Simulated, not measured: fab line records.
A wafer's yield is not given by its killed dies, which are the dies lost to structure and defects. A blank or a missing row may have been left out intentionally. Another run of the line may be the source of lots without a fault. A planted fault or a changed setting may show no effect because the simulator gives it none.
Chamber matching || flow nand-harc || 3 sister chambers for NHARC_A_STAIRCASE_DEP_417 on pecvd-04
The step deposits Si3N4, target thk 60 nm. 3 wafers are shown with their chamber, then 7 later ones without.

== WAFERS PAIRED WITH THEIR CHAMBERS ==
{"wafer": "L083.5", "chamber": 1, "heater-power-w (W)": 713}
{"wafer": "L087.4", "chamber": 2, "heater-power-w (W)": 669}
{"wafer": "L087.5", "chamber": 0, "heater-power-w (W)": 579}

== WAFERS WITHOUT THEIR CHAMBER ==
{"wafer": "L087.6", "heater-power-w (W)": 639}
{"wafer": "L088.3", "heater-power-w (W)": 633}
{"wafer": "L088.4", "heater-power-w (W)": 653}
{"wafer": "L088.6", "heater-power-w (W)": 672}
{"wafer": "L092.1", "heater-power-w (W)": 650}
{"wafer": "L092.3", "heater-power-w (W)": 635}
{"wafer": "L092.4", "heater-power-w (W)": 636}

== WHICH CHAMBER EACH ONE RAN IN ==
{"wafer": "L087.6", "from the rows above": "can't be placed: 2 or 0 or 1", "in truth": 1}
{"wafer": "L088.3", "from the rows above": "can't be placed: 2 or 0 or 1", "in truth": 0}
{"wafer": "L088.4", "from the rows above": "can't be placed: 2 or 1", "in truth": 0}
{"wafer": "L088.6", "from the rows above": "can't be placed: 2 or 1", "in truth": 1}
{"wafer": "L092.1", "from the rows above": "can't be placed: 2 or 1 or 0", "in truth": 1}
{"wafer": "L092.3", "from the rows above": "can't be placed: 2 or 0 or 1", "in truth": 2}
{"wafer": "L092.4", "from the rows above": "can't be placed: 2 or 0 or 1", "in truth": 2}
Placed correctly: 0 of 7. Not placeable from these rows: 7 (in 6, the candidates include the true chamber). 0 placed wrongly.
How it was worked out, from the rows above alone: a wafer's distance from a chamber is the root of the sum, over the readings, of the square of ((its reading less the chamber's mean) divided by the reading's scatter). If the next closest chamber is less than 2 further off than the closest, the wafer can't be placed; otherwise it belongs to the closest. The mean given for a chamber averages the wafers shown for that chamber. The scatter: root of mean squared gap, hidden wafer to nearest shown wafer, with one shown wafer a chamber.
